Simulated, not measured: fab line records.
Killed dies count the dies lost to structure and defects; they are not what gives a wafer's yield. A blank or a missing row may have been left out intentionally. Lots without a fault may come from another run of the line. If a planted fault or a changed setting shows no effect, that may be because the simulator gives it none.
2 desks, one fault || flow n5Finfet || each desk holds nothing but its own numbers, with what lay behind them at the end

DESK OF THE TOOL OWNER: arfiScanner-02
The tool's own readings at N5_BEOL_M9_EXPOSE_08 (exposes mask M9): means of the sampled wafers that have a number, for each lot that ran on this tool. A lot is out of limits, marked OUT, if its mean lies more than 4 standard deviations from the usual mean; the brackets give that distance.
Columns: A = exposureDoseMJCm2 at N5_BEOL_M9_EXPOSE_08, usual 53.70
{"lot": "L504", "first seen here": "day 12 17:37", "A": 53.68}
{"lot": "L515", "first seen here": "day 15 18:14", "A": 53.72}
{"lot": "L521", "first seen here": "day 17 04:08", "A": 53.72}
{"lot": "L523", "first seen here": "day 17 09:28", "A": 53.73}
This desk's finding: nothing out of limits on any of the 4 lots.

FROM THE METROLOGY DESK
Means of the sampled wafers that have a number, per lot and without regard to the tool the lot ran on: this is what the gauges read. A lot is out of limits, marked OUT, if its mean lies more than 4 standard deviations from the usual mean; the brackets give that distance.
Columns: A = cdNm at N5_BEOL_M9_CD_MEAS_11, usual 64.2 nm
{"lot": "L500", "first seen here": "day 10 17:02", "A": 64.7}
{"lot": "L504", "first seen here": "day 12 17:44", "A": 64.0}
{"lot": "L503", "first seen here": "day 12 21:01", "A": 63.4}
{"lot": "L505", "first seen here": "day 13 14:55", "A": 64.1}
{"lot": "L515", "first seen here": "day 15 18:22", "A": 64.7}
{"lot": "L514", "first seen here": "day 16 18:47", "A": 64.7}
{"lot": "L518", "first seen here": "day 16 22:07", "A": 63.8}
{"lot": "L520", "first seen here": "day 17 00:20", "A": 64.2}
{"lot": "L519", "first seen here": "day 17 00:34", "A": 63.7}
{"lot": "L521", "first seen here": "day 17 04:15", "A": 64.5}
{"lot": "L522", "first seen here": "day 17 04:57", "A": 64.4}
{"lot": "L523", "first seen here": "day 17 09:36", "A": 64.3}
This desk's finding: nothing out of limits on any of the 12 lots.

PUT TOGETHER
The desk of the tool owner found nothing out of limits.
From the metrology desk's view, nothing was out of limits.

WHAT THE SIMULATOR HAD INSERTED
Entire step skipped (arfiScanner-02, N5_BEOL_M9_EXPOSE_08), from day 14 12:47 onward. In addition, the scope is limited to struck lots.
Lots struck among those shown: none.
